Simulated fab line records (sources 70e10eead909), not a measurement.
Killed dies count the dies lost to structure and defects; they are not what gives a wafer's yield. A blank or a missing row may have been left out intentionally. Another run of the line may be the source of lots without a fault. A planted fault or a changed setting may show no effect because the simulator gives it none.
Matching of chambers | flow nand_harc | 4 sister chambers for NHARC_A_SLIT_ETCH_29 on rie_diel-08
The step etches the open film in CF4/O2, target depth 100 nm, overetch 10 nm, time 55 s. 8 wafers are shown with their chamber, then 6 later ones without.

## WAFERS PAIRED WITH THEIR CHAMBERS
wafer  | chamber | rf_vpp_V (V) | oes_product_au (a.u.)
L710.4 | 0       | 197.7        | 0.999
L710.6 | 2       | 199.7        | 1.013
L714.1 | 3       | 196.7        | 1.014
L713.2 | 2       | 200.2        | 1.004
L713.3 | 0       | 197.7        | 0.981
L713.4 | 1       | 198.5        | 0.995
L724.4 | 1       | 197.6        | 1.002
L724.5 | 3       | 196.8        | 1.000

## WAFERS WITHOUT THEIR CHAMBER
wafer  | rf_vpp_V (V) | oes_product_au (a.u.)
L726.4 | 197.9        | 1.008
L726.5 | 198.7        | 1.002
L726.6 | 200.0        | 0.997
L731.2 | 199.7        | 1.003
L731.5 | 196.6        | 1.002
L731.6 | 200.1        | 1.007

## WHICH CHAMBER EACH WENT THROUGH
wafer  | from the rows above          | in truth
L726.4 | can't be placed: 1 or 0      | 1
L726.5 | can't be placed: 1 or 0 or 2 | 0
L726.6 | 2                            | 2
L731.2 | 2                            | 2
L731.5 | 3                            | 3
L731.6 | 2                            | 2
4 of 6 placed correctly. Unplaceable from these rows: 2, with the true chamber sitting among the candidates in 2. Number placed wrongly: 0.
How it was worked out, from the rows above alone: a wafer's distance from a chamber is the root of the sum, over the readings, of the square of ((its reading less the chamber's mean) divided by the reading's scatter). The wafer belongs to the nearest chamber; if the next one is less than 2 further off, it can't be placed. A chamber's mean is the mean of its shown wafers. The scatter is the square root of a quotient: the sum, over the shown wafers, of each reading's squared deviation from its chamber's mean, divided by wafers minus chambers.
